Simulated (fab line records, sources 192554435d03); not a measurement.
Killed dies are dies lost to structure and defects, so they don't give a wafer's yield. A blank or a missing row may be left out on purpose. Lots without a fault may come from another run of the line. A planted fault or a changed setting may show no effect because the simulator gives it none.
Chamber matching | flow n5_finfet | N5_GATE_CUT_STRIP_59 on rie_diel-04: 4 sister chambers
The step strips in N2/H2, time 20 s. 4 wafers are shown with their chamber, then 10 later ones without.

WAFERS WITH THEIR CHAMBER
wafer  | chamber | showerhead_plenum_p_Torr (Torr)
L077.3 | 3       | 3.23
L091.5 | 1       | 3.11
L092.4 | 0       | 3.33
L092.5 | 2       | 3.42

WAFERS WITHOUT THEIR CHAMBER
wafer  | showerhead_plenum_p_Torr (Torr)
L092.6 | 3.11
L093.1 | 3.11
L093.2 | 3.33
L093.6 | 3.11
L096.3 | 3.21
L096.4 | 3.32
L096.6 | 3.21
L097.2 | 3.42
L097.3 | 3.32
L097.5 | 3.32

WHICH CHAMBER EACH WENT THROUGH
wafer  | from the rows above | in truth
L092.6 | 1                   | 1
L093.1 | 1                   | 1
L093.2 | 0                   | 0
L093.6 | 1                   | 1
L096.3 | 3                   | 3
L096.4 | 0                   | 0
L096.6 | 3                   | 3
L097.2 | 2                   | 2
L097.3 | 0                   | 0
L097.5 | 0                   | 0
Placed correctly: 10 of 10. Can't be placed from these rows: 0. Placed wrongly: 0.
How it was worked out, from the rows above alone: a wafer's distance from a chamber is the root of the sum, over the readings, of the square of ((its reading less the chamber's mean) divided by the reading's scatter). The wafer belongs to the nearest chamber; if the next one is less than 2 further off, it can't be placed. A chamber's mean is the mean of its shown wafers. The scatter: with one shown wafer a chamber, the root of the mean of the squares of how far each hidden wafer lies from its nearest shown one.
